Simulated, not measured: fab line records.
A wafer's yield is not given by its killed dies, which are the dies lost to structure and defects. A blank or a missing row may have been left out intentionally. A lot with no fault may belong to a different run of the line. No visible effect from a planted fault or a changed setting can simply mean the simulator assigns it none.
fab line records    flow n5-finfet
record: lots: 24  wafers: 72  last-day: 18
route steps=1938 shown BEOL_M0@732 BEOL_M1@751
lots untouched by any fault: they come from a run of this same line in which no faults occurred
start-h: start of the lot's first displayed wafer, in hours after the record's first day    wait-h: how many hours have passed since the lot's step before this one    " same as the row above    L1.1+2: a single row standing in for several wafers    - either no value or no given start    * or withheld: withheld    < > ~ a bound
route shown NAME@n: a module of which the file shows steps, and the number in the route of the first    usual: average and standard deviation across the fault-free wafers    same: alike in all rows    chamber/n: place in a boat    sites: the reading at each site    _std_site: how widely they spread, as a standard deviation    _edge_site: mean of outer sites minus mean of inner sites    radius-mm: how far each site lies from the wafer's centre    mask NAME#n: copy n    behind: tool/chamber where the wafer was last shaped    hold: why the lot was held/for how many hours/how that ended    device: transistor that didn't switch, given as n, p or np    end of line: the route-end tests of the same wafers    where a step has no rows: the recipe by itself    killed: the dies lost at the first sort to structure and to defects; this is not the yield of the wafer    map: a wafer's dies, x killed, . not, _ none there
set.NAME: setting as actually run; set.NAME@STEP: the setting as run at that earlier step    model.NAME: the simulator's own value behind a step, which no gauge read
steps of the route over a sample of lots; a table a step, a row a wafer
services: when a tool's chamber went out of use (start-h, in hours from the record's first day, below 0 if earlier), for how many hours, and the reason
== steps ==
step: N5_BEOL_M0_SURFACE_TREAT_137
recipe: gas: Ar  time-s: *  ion-energy-ev: *  ion-current-ma-cm2: 0.5  pressure-mtorr: *  ar-flow-sccm: 30
usual: ar-flow-sccm: 30.01/0.09  throttle-valve-pct: *
lot.wafer  tool            chamber  start-h  wait-h  ar-flow-sccm  throttle-valve-pct
L074.1     pvd-sputter-02  -        121.42   0.1     29.98         *
L074.4     "               -        "        "       29.97         *
L074.6     "               -        "        "       30.02         *
L075.2     pvd-sputter-01  -        126.41   0.2     30.18         *
L075.3     "               -        "        "       29.97         *
L075.6     "               -        "        "       30.17         *
L076.1     pvd-sputter-01  -        138.95   0.7     30.01         *
L076.3     "               -        "        "       29.87         *
L076.6     "               -        "        "       30.09         *
L078.2     pvd-sputter-02  -        143.59   0.1     30.01         *
L078.3     "               -        "        "       30.09         *
L078.5     "               -        "        "       29.98         *
L077.2     pvd-sputter-02  -        149.70   0.3     30.09         *
L077.4     "               -        "        "       29.97         *
L077.6     "               -        "        "       29.98         *
L079.1     pvd-sputter-02  -        149.74   0.2     30.04         *
L079.5     "               -        "        "       29.99         *
L079.6     "               -        "        "       29.99         *
L080.1     pvd-sputter-02  -        154.63   0.3     30.08         *
L080.3     "               -        "        "       29.98         *
L080.5     "               -        "        "       30.13         *
L081.1     pvd-sputter-03  -        159.24   0.1     29.98         *
L081.2     "               -        "        "       30.05         *
L081.4     "               -        "        "       30.01         *
L082.2     pvd-sputter-03  -        165.12   0.2     29.94         *
L082.3     "               -        "        "       30.03         *
L082.4     "               -        "        "       29.87         *
L083.1     pvd-sputter-03  -        174.92   0.2     29.90         *
L083.5     "               -        "        "       30.00         *
L083.6     "               -        "        "       29.91         *
L084.3     pvd-sputter-01  -        179.52   0.2     29.95         *
L084.4     "               -        "        "       30.13         *
L084.6     "               -        "        "       29.91         *
L085.1     pvd-sputter-02  -        188.99   0.1     30.21         *
L085.3     "               -        "        "       30.02         *
L085.5     "               -        "        "       29.88         *
L086.1     pvd-sputter-02  -        196.05   1.7     29.98         *
L086.3     "               -        "        "       30.04         *
L086.6     "               -        "        "       30.02         *
L087.2     pvd-sputter-03  -        199.01   1.2     30.12         *
L087.5     "               -        "        "       30.09         *
L087.6     "               -        "        "       30.07         *
L088.1     pvd-sputter-01  -        206.16   1.8     30.11         *
L088.4     "               -        "        "       30.01         *
L088.5     "               -        "        "       30.02         *
L089.1     pvd-sputter-01  -        206.56   0.2     30.04         *
L089.4     "               -        "        "       29.94         *
L089.6     "               -        "        "       29.88         *
L091.2     pvd-sputter-02  -        217.33   0.3     30.05         *
L091.3     "               -        "        "       29.87         *
L091.5     "               -        "        "       29.97         *
L090.3     pvd-sputter-01  -        217.39   0.2     30.18         *
L090.4     "               -        "        "       29.96         *
L090.6     "               -        "        "       30.01         *
L093.3     pvd-sputter-01  -        229.83   0.2     30.01         *
L093.5     "               -        "        "       30.07         *
L093.6     "               -        "        "       30.12         *
L092.1     pvd-sputter-03  -        233.87   1.0     29.86         *
L092.2     "               -        "        "       30.03         *
L092.5     "               -        "        "       30.05         *
L094.2     pvd-sputter-03  -        245.79   0.2     29.99         *
L094.3     "               -        "        "       30.10         *
L094.6     "               -        "        "       29.73         *
L095.2     pvd-sputter-02  -        245.88   0.2     30.00         *
L095.5     "               -        "        "       29.95         *
L095.6     "               -        "        "       29.94         *
L097.2     pvd-sputter-02  -        255.94   0.1     30.07         *
L097.3     "               -        "        "       30.10         *
L097.6     "               -        "        "       29.93         *
L096.4     pvd-sputter-03  -        257.51   1.4     30.00         *
L096.5     "               -        "        "       30.03         *
L096.6     "               -        "        "       30.08         *
step: N5_BEOL_M0_CMP_120
recipe: stop-on: SiOC  t-overpolish-s: 6.9  down-force-psi: 1  platen-rpm: 50  clearing-platen-down-force-psi: 1.5  clearing-platen-rpm: 50  post-cmp-clean: cu-alkaline  clearing-platen-pad-velocity-m-s: 0.99484  pad-velocity-m-s: 0.99484
usual: barrier-field-endpoint-s: 3.56/0.16  motor-current-A: 6.0/0.69  overpolish-run-s: 6.901/0.0085  platen-rpm: 50.00/0.031  slurry-filter-dp-kPa: 13.49/0.11  time-to-endpoint-s: 60/4
lot.wafer  tool    chamber  start-h  wait-h  barrier-field-endpoint-s  motor-current-A  overpolish-run-s  platen-rpm  slurry-filter-dp-kPa  time-to-endpoint-s
L074.4     cmp-02  2        122.47   0.1     3.61                      5.7              6.894             50.00       13.65                 53
L074.1     "       3        "        "       3.35                      6.6              6.887             50.02       13.31                 53
L074.6     "       2        "        "       3.50                      5.9              6.891             50.03       13.41                 54
L075.2     cmp-01  1        128.12   0.2     3.47                      5.9              6.898             50.02       13.58                 63
L075.3     "       2        "        "       3.82                      4.5              6.906             50.04       13.60                 65
L075.6     "       0        "        "       3.33                      6.3              6.900             49.98       13.56                 56
L076.3     cmp-01  3        140.49   0.3     3.68                      6.3              6.917             50.04       13.57                 59
L076.1     "       0        "        "       3.49                      6.5              6.897             50.03       13.60                 57
L076.6     "       2        "        "       3.70                      4.6              6.897             49.97       13.40                 62
L078.3     cmp-02  2        144.65   0.2     3.49                      5.7              6.887             50.00       13.40                 59
L078.2     "       3        "        "       3.44                      6.4              6.911             50.01       13.64                 58
L078.5     "       2        "        "       3.60                      5.8              6.906             50.00       13.44                 59
L077.4     cmp-04  0        150.99   0.2     3.70                      4.9              6.904             49.97       13.52                 66
L077.2     "       2        "        "       3.72                      6.2              6.901             49.97       13.47                 66
L077.6     "       3        "        "       3.73                      6.0              6.903             49.97       13.62                 59
L079.1     cmp-04  0        151.51   0.3     3.49                      4.9              6.901             49.99       13.29                 63
L079.6     "       3        "        "       3.41                      6.2              6.890             50.01       13.50                 54
L079.5     "       0        "        "       3.44                      4.9              6.908             49.99       13.55                 64
L080.3     cmp-02  0        155.86   0.2     3.72                      6.1              6.909             50.02       13.54                 62
L080.1     "       1        "        "       3.34                      7.3              6.885             50.00       13.25                 52
L080.5     "       3        "        "       3.38                      6.1              6.909             49.99       13.50                 51
L081.4     cmp-02  1        160.45   0.1     3.46                      7.1              6.890             50.04       13.42                 60
L081.1     "       3        "        "       3.20                      6.2              6.901             50.00       13.44                 57
L081.2     "       0        "        "       3.59                      5.9              6.899             50.04       13.67                 65
L082.2     cmp-01  2        166.44   0.2     3.54                      4.5              6.890             50.01       13.48                 65
L082.3     "       3        "        "       3.58                      5.8              6.907             50.01       13.72                 62
L082.4     "       0        "        "       3.74                      5.9              6.899             49.99       13.55                 58
L083.1     cmp-04  3        175.98   0.3     3.58                      6.5              6.901             50.01       13.65                 62
L083.6     "       3        "        "       3.43                      6.2              6.913             50.03       13.29                 58
L083.5     "       0        "        "       3.68                      4.8              6.887             49.97       13.40                 67
L084.4     cmp-01  1        181.88   0.2     3.30                      5.6              6.903             49.99       13.28                 60
L084.3     "       2        "        "       3.43                      4.8              6.895             50.00       13.30                 68
L084.6     "       0        "        "       3.55                      6.2              6.895             50.02       13.46                 60
L085.1     cmp-04  1        190.02   0.3     3.38                      6.7              6.893             50.02       13.58                 56
L085.3     "       3        "        "       3.45                      6.4              6.887             50.00       13.64                 57
L085.5     "       1        "        "       3.52                      6.4              6.891             50.02       13.49                 58
L086.3     cmp-02  0        197.13   0.2     3.95                      5.8              6.898             50.01       13.79                 63
L086.1     "       1        "        "       3.66                      7.2              6.902             49.98       13.38                 61
L086.6     "       0        "        "       3.71                      6.0              6.900             50.02       13.57                 64
L087.2     cmp-04  0        200.28   0.3     3.59                      4.8              6.914             49.98       13.62                 63
L087.5     "       1        "        "       3.46                      6.6              6.892             49.97       13.44                 57
L087.6     "       2        "        "       3.43                      6.3              6.895             49.99       13.53                 65
L088.4     cmp-04  3        207.47   0.1     3.51                      6.1              6.907             50.06       13.50                 57
L088.1     "       0        "        "       3.28                      4.9              6.904             49.97       13.47                 63
L088.5     "       0        "        "       3.37                      4.6              6.911             50.05       13.45                 65
L089.4     cmp-04  1        207.83   0.1     3.64                      6.4              6.898             49.96       13.29                 55
L089.1     "       3        "        "       3.77                      6.2              6.903             49.97       13.48                 54
L089.6     "       2        "        "       3.52                      6.1              6.881             50.04       13.37                 62
L091.3     cmp-01  0        218.96   0.2     3.68                      5.9              6.895             50.01       13.40                 58
L091.2     "       1        "        "       3.77                      6.2              6.890             49.89       13.21                 62
L091.5     "       1        "        "       3.74                      6.1              6.911             49.94       13.52                 62
L090.3     cmp-04  0        220.05   0.2     3.38                      5.1              6.894             50.00       13.52                 59
L090.4     "       2        "        "       3.69                      6.6              6.913             50.00       13.48                 64
L090.6     "       0        "        "       3.33                      4.9              6.890             49.97       13.55                 62
L093.3     cmp-01  0        231.21   0.3     3.70                      6.0              6.904             49.97       13.40                 58
L093.6     "       2        "        "       3.58                      4.8              6.900             49.99       13.36                 62
L093.5     "       3        "        "       3.78                      5.8              6.889             49.97       13.40                 57
L092.1     cmp-02  2        235.10   0.3     3.75                      6.0              6.887             50.02       13.35                 62
L092.2     "       3        "        "       3.56                      6.3              6.904             50.00       13.40                 60
L092.5     "       3        "        "       3.35                      6.5              6.896             50.00       13.60                 61
L094.3     cmp-04  0        247.12   0.2     3.60                      4.8              6.904             50.03       13.67                 59
L094.2     "       1        "        "       3.32                      6.5              6.898             50.02       13.56                 55
L094.6     "       0        "        "       3.70                      4.7              6.900             50.04       13.47                 63
L095.2     cmp-02  1        247.29   0.3     3.51                      7.1              6.904             50.01       13.66                 58
L095.5     "       0        "        "       3.77                      6.0              6.904             49.97       13.46                 67
L095.6     "       1        "        "       3.23                      7.4              6.921             50.03       13.60                 59
L097.2     cmp-02  2        258.47   0.3     3.81                      5.8              6.907             50.04       13.38                 61
L097.3     "       3        "        "       3.43                      6.3              6.898             50.05       13.46                 60
L097.6     "       0        "        "       3.79                      6.1              6.905             49.94       13.57                 68
L096.4     cmp-02  2        258.88   0.2     3.60                      5.9              6.909             49.98       13.41                 60
L096.6     "       1        "        "       3.54                      7.2              6.911             50.01       13.56                 60
L096.5     "       2        "        "       3.18                      6.0              6.912             49.97       13.57                 60
step: N5_BEOL_M1_ILD_DEP_00
recipe: material: SiOC  target-thk-a: 790  temp-c: 350  precursor: DEMS/O2  pressure-torr: 5  rf-w: 500  time-s: 15.3
usual: heater-power-w: 492/65  showerhead-plenum-p-Torr: 5.701/0.018  showerhead-vpp-V: 1385/59  throttle-valve-pct: 11.9/0.7
lot.wafer  tool      chamber  start-h  wait-h  heater-power-w  showerhead-plenum-p-Torr  showerhead-vpp-V  throttle-valve-pct
L074.1     pecvd-04  1        123.15   0.0     479             5.673                     1370              12.2
L074.4     "         0        "        "       611             5.698                     1486              12.2
L074.6     "         1        "        "       476             5.671                     1374              12.2
L075.2     pecvd-03  0        128.76   0.0     476             5.736                     1366              11.2
L075.3     "         2        "        "       424             5.706                     1284              11.9
L075.6     "         1        "        "       540             5.698                     1414              12.8
L076.1     pecvd-04  1        141.08   0.0     487             5.688                     1388              12.3
L076.3     "         2        "        "       608             5.693                     1330              10.5
L076.6     "         1        "        "       491             5.676                     1415              12.4
L078.2     pecvd-03  0        145.24   0.0     482             5.728                     1395              11.1
L078.3     "         1        "        "       475             5.698                     1394              13.3
L078.5     "         0        "        "       487             5.721                     1373              11.0
L077.2     pecvd-04  2        151.57   0.0     528             5.712                     1325              10.9
L077.4     "         0        "        "       542             5.704                     1487              12.3
L077.6     "         2        "        "       525             5.702                     1313              10.6
L079.1     pecvd-03  0        152.09   0.0     474             5.741                     1361              11.2
L079.5     "         0        "        "       466             5.733                     1363              11.3
L079.6     "         2        "        "       391             5.702                     1309              12.4
L080.1     pecvd-03  2        156.44   0.0     429             5.702                     1297              12.3
L080.3     "         0        "        "       458             5.731                     1371              11.3
L080.5     "         0        "        "       465             5.746                     1366              11.2
L081.1     pecvd-03  0        161.06   0.0     454             5.729                     1375              11.2
L081.2     "         2        "        "       441             5.709                     1295              12.3
L081.4     "         0        "        "       459             5.741                     1359              11.1
L082.2     pecvd-03  2        167.02   0.0     384             5.698                     1301              12.0
L082.3     "         1        "        "       459             5.697                     1420              12.8
L082.4     "         2        "        "       396             5.705                     1296              12.3
L083.1     pecvd-04  0        176.60   0.0     625             5.707                     1470              12.3
L083.5     "         2        "        "       536             5.698                     1339              10.8
L083.6     "         1        "        "       512             5.689                     1390              12.0
L084.3     pecvd-04  2        182.42   0.0     623             5.684                     1332              10.7
L084.4     "         0        "        "       619             5.683                     1471              12.4
L084.6     "         2        "        "       484             5.693                     1327              10.9
L085.1     pecvd-01  0        190.64   0.0     343             5.690                     1506              11.6
L085.3     "         2        "        "       506             5.719                     1382              12.2
L085.5     "         0        "        "       345             5.694                     1522              12.1
L086.1     pecvd-01  2        197.75   0.0     469             5.713                     1379              11.7
L086.3     "         0        "        "       410             5.709                     1512              11.7
L086.6     "         1        "        "       489             5.675                     1388              12.0
L087.2     pecvd-01  0        200.82   0.0     381             5.682                     1484              11.7
L087.5     "         1        "        "       551             5.685                     1392              12.0
L087.6     "         0        "        "       386             5.694                     1496              11.7
L088.1     pecvd-03  0        208.09   0.0     483             5.729                     1361              11.3
L088.4     "         0        "        "       482             5.720                     1382              11.0
L088.5     "         0        "        "       480             5.736                     1372              11.1
L089.1     pecvd-04  0        208.45   0.0     636             5.697                     1478              12.1
L089.4     "         1        "        "       430             5.699                     1384              12.3
L089.6     "         2        "        "       572             5.688                     1331              10.9
L091.2     pecvd-03  0        219.58   0.0     474             5.741                     1369              11.4
L091.3     "         0        "        "       476             5.726                     1359              11.3
L091.5     "         1        "        "       560             5.682                     1431              12.8
L090.3     pecvd-01  0        220.67   0.0     418             5.697                     1504              11.9
L090.4     "         0        "        "       418             5.683                     1499              11.8
L090.6     "         2        "        "       534             5.711                     1368              11.6
L093.3     pecvd-03  1        231.76   0.0     516             5.682                     1392              12.9
L093.5     "         0        "        "       483             5.732                     1363              11.2
L093.6     "         2        "        "       399             5.700                     1273              11.2
L092.1     pecvd-03  2        235.71   0.0     378             5.712                     1316              11.2
L092.2     "         1        "        "       538             5.706                     1418              12.6
L092.5     "         0        "        "       493             5.728                     1366              11.1
L094.2     pecvd-03  2        247.77   0.0     388             5.689                     1311              11.0
L094.3     "         1        "        "       473             5.699                     1402              13.0
L094.6     "         0        "        "       417             5.740                     1350              11.0
L095.2     pecvd-04  0        247.87   0.0     588             5.683                     1481              12.3
L095.5     "         1        "        "       520             5.689                     1410              12.2
L095.6     "         0        "        "       605             5.706                     1486              12.3
L097.2     pecvd-04  2        259.02   0.0     579             5.685                     1325              10.9
L097.3     "         0        "        "       616             5.684                     1490              12.3
L097.6     "         0        "        "       610             5.693                     1477              12.3
L096.4     pecvd-03  0        259.47   0.1     479             5.733                     1368              11.3
L096.5     "         2        "        "       396             5.696                     1306              11.4
L096.6     "         1        "        "       491             5.680                     1412              12.8
step: N5_BEOL_M1_OVL_MEAS_29
recipe: points-per-wafer: 522
usual: V0_OVL: 0.1/0.68
lot.wafer  tool        chamber  start-h  wait-h  V0_OVL[nm]
L074.1     overlay-02  0        125.71   0.0     1.3
L074.4     "           0        "        "       0.6
L074.6     "           0        "        "       0.8
L075.2     overlay-02  0        130.76   0.0     0.7
L075.3     "           0        "        "       0.9
L075.6     "           0        "        "       1.4
L076.1     overlay-02  0        144.01   0.0     2.0
L076.3     "           0        "        "       1.6
L076.6     "           0        "        "       0.6
L078.2     overlay-01  0        148.62   0.0     0.4
L078.3     "           0        "        "       0.7
L078.5     "           0        "        "       1.3
L077.2     overlay-02  0        155.19   0.0     0.5
L077.4     "           0        "        "       0.3
L077.6     "           0        "        "       0.2
L079.1     overlay-02  0        155.85   0.0     -1.1
L079.5     "           0        "        "       -0.6
L079.6     "           0        "        "       -1.4
L080.1     overlay-02  0        160.43   0.0     0.5
L080.3     "           0        "        "       0.4
L080.5     "           0        "        "       0.2
L081.1     overlay-02  0        163.03   0.0     -0.5
L081.2     "           0        "        "       -1.0
L081.4     "           0        "        "       0.0
L082.2     overlay-01  0        170.88   0.0     -0.9
L082.3     "           0        "        "       -0.7
L082.4     "           0        "        "       0.2
L083.1     overlay-01  0        179.80   0.0     0.7
L083.5     "           0        "        "       0.6
L083.6     "           0        "        "       -0.2
L084.3     overlay-01  0        186.86   0.0     -0.6
L084.4     "           0        "        "       0.4
L084.6     "           0        "        "       -0.1
L085.1     overlay-02  0        195.90   0.0     -1.0
L085.3     "           0        "        "       -0.5
L085.5     "           0        "        "       -0.6
L086.1     overlay-02  0        200.79   0.0     -0.2
L086.3     "           0        "        "       0.1
L086.6     "           0        "        "       0.0
L087.2     overlay-01  0        204.21   0.0     0.5
L087.5     "           0        "        "       -0.2
L087.6     "           0        "        "       -0.6
L088.1     overlay-01  0        211.77   0.0     -0.7
L088.4     "           0        "        "       -1.2
L088.5     "           0        "        "       -0.1
L089.1     overlay-02  0        211.99   0.0     0.0
L089.4     "           0        "        "       -0.3
L089.6     "           0        "        "       0.2
L091.2     overlay-02  0        223.17   0.0     -0.8
L091.3     "           0        "        "       0.2
L091.5     "           0        "        "       -0.6
L090.3     overlay-02  0        223.44   0.0     0.3
L090.4     "           0        "        "       0.0
L090.6     "           0        "        "       0.6
L093.3     overlay-02  0        236.52   0.0     -0.4
L093.5     "           0        "        "       0.2
L093.6     "           0        "        "       -0.2
L092.1     overlay-02  0        239.49   0.0     0.2
L092.2     "           0        "        "       0.3
L092.5     "           0        "        "       -0.8
L094.2     overlay-02  0        250.71   0.0     0.5
L094.3     "           0        "        "       0.4
L094.6     "           0        "        "       1.0
L095.2     overlay-02  0        251.07   0.0     0.2
L095.5     "           0        "        "       0.2
L095.6     "           0        "        "       -0.4
L097.2     overlay-01  0        262.94   0.0     0.1
L097.3     "           0        "        "       0.8
L097.6     "           0        "        "       0.8
L096.4     overlay-01  0        263.14   0.0     -0.4
L096.5     "           0        "        "       -0.2
L096.6     "           0        "        "       -0.5
step: N5_BEOL_M1_ALD_98
recipe: material: SiO2  target-thk-a: 25  temp-c: 100  ald-precursor-family: BDEAS  ald-co-reactant: O2-plasma  pulse-time-s: 1  co-reactant-pulse-time-s: 1  purge-time-s: 2  co-reactant-purge-time-s: 2  ald-cycles: 17  pressure-torr: 2
usual: heater-power-w: 78/7.3  precursor-pulse-height-rel: 1.001/0.019
same: co-reactant-pulse-time-s: 1
lot.wafer  tool        chamber  start-h  wait-h  heater-power-w  precursor-pulse-height-rel
L074.1     ald-sin-02  3        125.93   0.1     70              1.003
L074.4     "           0        "        "       77              0.973
L074.6     "           2        "        "       85              0.997
L075.2     ald-sin-04  1        131.17   0.1     70              0.990
L075.3     "           3        "        "       93              1.012
L075.6     "           3        "        "       92              0.990
L076.1     ald-sin-04  0        144.75   0.6     73              0.971
L076.3     "           1        "        "       70              0.990
L076.6     "           2        "        "       79              1.000
L078.2     ald-sin-02  1        148.84   0.1     76              1.014
L078.3     "           2        "        "       88              0.996
L078.5     "           0        "        "       78              0.973
L077.2     ald-sin-01  0        155.52   0.1     86              0.979
L077.4     "           2        "        "       72              0.967
L077.6     "           3        "        "       74              1.004
L079.1     ald-sin-02  0        156.08   0.1     78              1.022
L079.5     "           3        "        "       70              0.970
L079.6     "           2        "        "       88              1.007
L080.1     ald-sin-01  3        160.76   0.1     78              0.978
L080.3     "           2        "        "       72              1.007
L080.5     "           1        "        "       71              1.004
L081.1     ald-sin-04  3        163.26   0.1     92              1.002
L081.2     "           2        "        "       80              0.968
L081.4     "           0        "        "       71              1.031
L082.2     ald-sin-01  0        171.11   0.1     87              0.992
L082.3     "           1        "        "       74              1.002
L082.4     "           3        "        "       76              0.982
L083.1     ald-sin-04  2        180.13   0.1     78              0.994
L083.5     "           2        "        "       76              1.000
L083.6     "           3        "        "       93              0.971
L084.3     ald-sin-02  2        187.26   0.1     89              1.015
L084.4     "           0        "        "       75              1.024
L084.6     "           1        "        "       75              1.001
L085.1     ald-sin-04  1        198.26   0.2     70              1.021
L085.3     "           0        "        "       73              0.961
L085.5     "           1        "        "       70              0.974
L086.1     ald-sin-04  2        201.02   0.1     79              0.996
L086.3     "           3        "        "       96              0.982
L086.6     "           3        "        "       93              1.004
L087.2     ald-sin-02  3        204.49   0.1     71              0.998
L087.5     "           2        "        "       88              0.998
L087.6     "           3        "        "       71              1.041
L088.1     ald-sin-01  0        211.99   0.1     86              0.999
L088.4     "           3        "        "       77              1.009
L088.5     "           3        "        "       75              1.006
L089.1     ald-sin-02  0        212.22   0.1     77              0.996
L089.4     "           3        "        "       71              1.009
L089.6     "           0        "        "       76              0.997
L091.2     ald-sin-02  2        223.67   0.3     87              0.998
L091.3     "           3        "        "       73              0.997
L091.5     "           2        "        "       86              0.977
L090.3     ald-sin-02  0        223.76   0.2     76              0.966
L090.4     "           2        "        "       87              1.003
L090.6     "           0        "        "       77              1.023
L093.3     ald-sin-04  3        236.84   0.2     93              0.986
L093.5     "           3        "        "       91              0.992
L093.6     "           0        "        "       72              0.994
L092.1     ald-sin-01  3        240.00   0.3     75              1.038
L092.2     "           0        "        "       87              1.026
L092.5     "           2        "        "       72              1.025
L094.2     ald-sin-01  2        250.93   0.1     74              1.002
L094.3     "           1        "        "       73              1.032
L094.6     "           1        "        "       73              1.009
L095.2     ald-sin-02  1        251.40   0.2     74              0.993
L095.5     "           1        "        "       74              1.015
L095.6     "           2        "        "       88              1.032
L097.2     ald-sin-02  3        263.21   0.1     69              0.983
L097.3     "           1        "        "       75              0.987
L097.6     "           2        "        "       89              1.012
L096.4     ald-sin-02  3        263.53   0.1     70              1.049
L096.5     "           0        "        "       76              1.022
L096.6     "           3        "        "       72              1.000
step: N5_BEOL_M1_CMP_52
recipe: stop-on: SiOC  t-overpolish-s: 6.8  down-force-psi: 1  platen-rpm: 50  clearing-platen-down-force-psi: 1.5  clearing-platen-rpm: 50  post-cmp-clean: cu-alkaline  target-thk-nm: 40  clearing-platen-pad-velocity-m-s: 0.99484  pad-velocity-m-s: 0.99484
usual: barrier-field-endpoint-s: 24.4/0.79  motor-current-A: 6.2/0.7  overpolish-run-s: 6.800/0.0096  platen-rpm: 50.00/0.031  slurry-filter-dp-kPa: 13.51/0.13  time-to-endpoint-s: 61/4.1
lot.wafer  tool    chamber  start-h  wait-h  barrier-field-endpoint-s  motor-current-A  overpolish-run-s  platen-rpm  slurry-filter-dp-kPa  time-to-endpoint-s
L074.4     cmp-04  2        136.46   0.1     25.8                      5.8              6.803             50.00       13.63                 65
L074.1     "       0        "        "       24.5                      5.0              6.814             50.01       13.51                 63
L074.6     "       2        "        "       26.2                      6.0              6.803             50.05       13.51                 65
L075.2     cmp-04  3        139.33   0.2     23.4                      6.1              6.810             50.06       13.37                 55
L075.3     "       0        "        "       24.4                      5.1              6.803             49.98       13.65                 64
L075.6     "       3        "        "       24.1                      6.0              6.804             49.98       13.24                 58
L076.1     cmp-03  1        154.23   0.3     23.9                      5.0              6.802             50.02       13.53                 56
L076.3     "       2        "        "       25.0                      7.3              6.808             50.03       13.45                 59
L076.6     "       1        "        "       24.8                      5.5              6.801             49.99       13.50                 56
L078.3     cmp-02  0        159.36   0.2     25.0                      6.0              6.806             50.01       13.63                 66
L078.2     "       1        "        "       23.3                      7.0              6.795             49.97       13.39                 57
L078.5     "       1        "        "       24.1                      7.4              6.803             49.98       13.36                 58
L081.2     cmp-04  2        169.30   0.2     24.6                      6.3              6.801             49.97       13.61                 63
L081.4     "       3        "        "       23.9                      6.4              6.806             49.97       13.48                 58
L081.1     "       0        "        "       24.4                      5.0              6.811             49.98       13.38                 61
L077.4     cmp-03  0        169.51   0.2     24.5                      6.7              6.792             49.99       13.27                 58
L077.2     "       1        "        "       24.0                      5.0              6.788             50.06       13.64                 61
L077.6     "       3        "        "       25.6                      5.8              6.802             50.00       13.66                 69
L079.1     cmp-02  0        169.71   0.3     26.2                      6.3              6.796             49.98       13.72                 67
L079.5     "       0        "        "       24.9                      6.2              6.794             49.99       13.67                 63
L079.6     "       1        "        "       24.6                      7.3              6.795             50.00       13.35                 56
L080.3     cmp-02  2        171.36   0.2     24.5                      5.9              6.781             50.04       13.13                 61
L080.1     "       0        "        "       25.1                      6.1              6.804             50.00       13.63                 64
L080.5     "       2        "        "       23.2                      5.9              6.798             50.02       13.75                 59
L082.2     cmp-02  0        177.82   0.2     24.9                      6.1              6.818             50.00       13.44                 67
L082.3     "       1        "        "       23.0                      7.6              6.807             50.01       13.56                 57
L082.4     "       2        "        "       24.7                      5.9              6.818             50.01       13.49                 59
L083.1     cmp-04  3        184.83   0.3     23.3                      6.3              6.780             49.97       13.38                 59
L083.5     "       2        "        "       25.5                      6.2              6.798             49.96       13.46                 67
L083.6     "       3        "        "       24.9                      6.2              6.792             49.96       13.55                 60
L084.4     cmp-04  2        193.61   0.1     25.3                      6.2              6.786             50.06       13.32                 66
L084.3     "       0        "        "       24.3                      4.8              6.821             49.98       13.56                 64
L084.6     "       2        "        "       25.2                      6.1              6.811             50.03       13.59                 65
L085.3     cmp-04  3        204.44   0.2     23.3                      6.1              6.793             50.00       13.43                 55
L085.1     "       0        "        "       24.7                      5.3              6.807             49.99       13.29                 62
L085.5     "       3        "        "       23.3                      6.2              6.796             50.00       13.54                 57
L086.1     cmp-03  1        208.08   0.3     24.5                      5.2              6.800             50.00       13.67                 63
L086.3     "       2        "        "       25.1                      7.0              6.792             50.04       13.45                 67
L086.6     "       2        "        "       25.3                      7.0              6.808             49.98       13.39                 68
L087.2     cmp-03  0        210.44   0.3     24.1                      6.4              6.792             50.04       13.61                 60
L087.6     "       2        "        "       25.0                      7.6              6.789             49.99       13.84                 67
L087.5     "       3        "        "       25.3                      6.3              6.791             49.95       13.54                 64
L088.4     cmp-03  2        219.69   0.2     26.3                      7.0              6.786             49.95       13.37                 65
L088.1     "       3        "        "       25.1                      6.3              6.798             50.01       13.54                 67
L088.5     "       1        "        "       25.3                      5.0              6.793             49.97       13.42                 62
L089.1     cmp-03  2        234.36   0.3     24.0                      7.3              6.813             49.98       13.49                 64
L089.4     "       0        "        "       23.5                      6.5              6.825             50.00       13.43                 56
L089.6     "       1        "        "       23.8                      5.0              6.795             50.03       13.42                 61
L091.2     cmp-03  0        238.21   0.2     23.9                      6.4              6.819             50.04       13.59                 61
L091.3     "       1        "        "       24.4                      4.9              6.814             49.96       13.37                 62
L091.5     "       0        "        "       24.4                      6.4              6.801             49.93       13.59                 59
L090.3     cmp-04  1        238.60   0.2     24.1                      6.6              6.803             49.98       13.79                 55
L090.4     "       2        "        "       25.3                      6.4              6.815             49.98       13.39                 65
L090.6     "       1        "        "       24.1                      6.6              6.802             49.98       13.53                 55
L093.3     cmp-04  2        248.09   0.3     24.9                      6.1              6.785             49.93       13.67                 66
L093.5     "       3        "        "       24.3                      5.9              6.803             49.97       13.57                 54
L093.6     "       0        "        "       24.8                      4.7              6.807             50.00       13.48                 64
L092.1     cmp-02  2        249.89   0.3     24.5                      6.1              6.804             50.03       13.74                 62
L092.2     "       3        "        "       23.1                      6.4              6.793             49.94       13.42                 58
L092.5     "       0        "        "       25.0                      6.5              6.797             49.96       13.43                 67
L094.2     cmp-04  3        257.99   0.3     24.0                      6.3              6.804             49.98       13.63                 52
L094.3     "       0        "        "       24.2                      5.1              6.809             49.97       13.53                 59
L094.6     "       2        "        "       26.2                      6.4              6.813             49.97       13.72                 65
L095.2     cmp-04  1        258.65   0.3     24.5                      6.5              6.794             50.02       13.49                 56
L095.5     "       2        "        "       25.3                      6.3              6.811             50.01       13.50                 61
L095.6     "       3        "        "       24.7                      6.0              6.796             49.90       13.67                 56
L097.3     cmp-04  0        271.75   0.2     23.2                      4.9              6.798             49.99       13.56                 64
L097.2     "       1        "        "       23.7                      6.5              6.798             49.99       13.51                 60
L097.6     "       1        "        "       23.2                      6.5              6.797             50.01       13.52                 57
L096.4     cmp-03  3        275.28   0.2     24.7                      6.2              6.790             50.00       13.37                 65
L096.5     "       0        "        "       24.3                      6.1              6.796             50.05       13.50                 56
L096.6     "       1        "        "       25.0                      5.5              6.785             50.03       13.46                 64
== services ==
tool            chamber  start-h  hours  kind
cmp-02          -        99.23    0.9    repair
pecvd-01        -        104.26   0.7    repair
pvd-sputter-03  -        114.05   5.8    repair
cmp-04          -        116.20   4.0    pm
cmp-04          -        120.20   -      consumable-replace:conditioner
pecvd-01        0        120.29   5.2    repair
pecvd-04        0        131.15   6.1    repair
pvd-sputter-02  -        138.18   3.5    repair
cmp-02          -        141.19   0.6    repair
cmp-04          -        142.21   8.5    pm
ald-sin-04      3        148.02   13.1   repair
ald-sin-02      -        155.19   0.6    repair
cmp-04          -        160.03   1.2    repair
cmp-02          -        207.18   5.2    pm
ald-sin-02      1        211.53   4.4    repair
cmp-03          -        226.70   1.3    repair
pecvd-03        -        227.45   0.9    repair
cmp-01          -        228.38   0.4    repair
cmp-02          -        239.83   4.0    pm
cmp-01          -        251.56   4.0    pm
ald-sin-02      0        254.11   2.8    repair
cmp-02          -        256.58   0.3    repair
cmp-01          -        260.01   6.3    pm
ald-sin-02      -        268.25   14.0   pm
== key ==
fault none
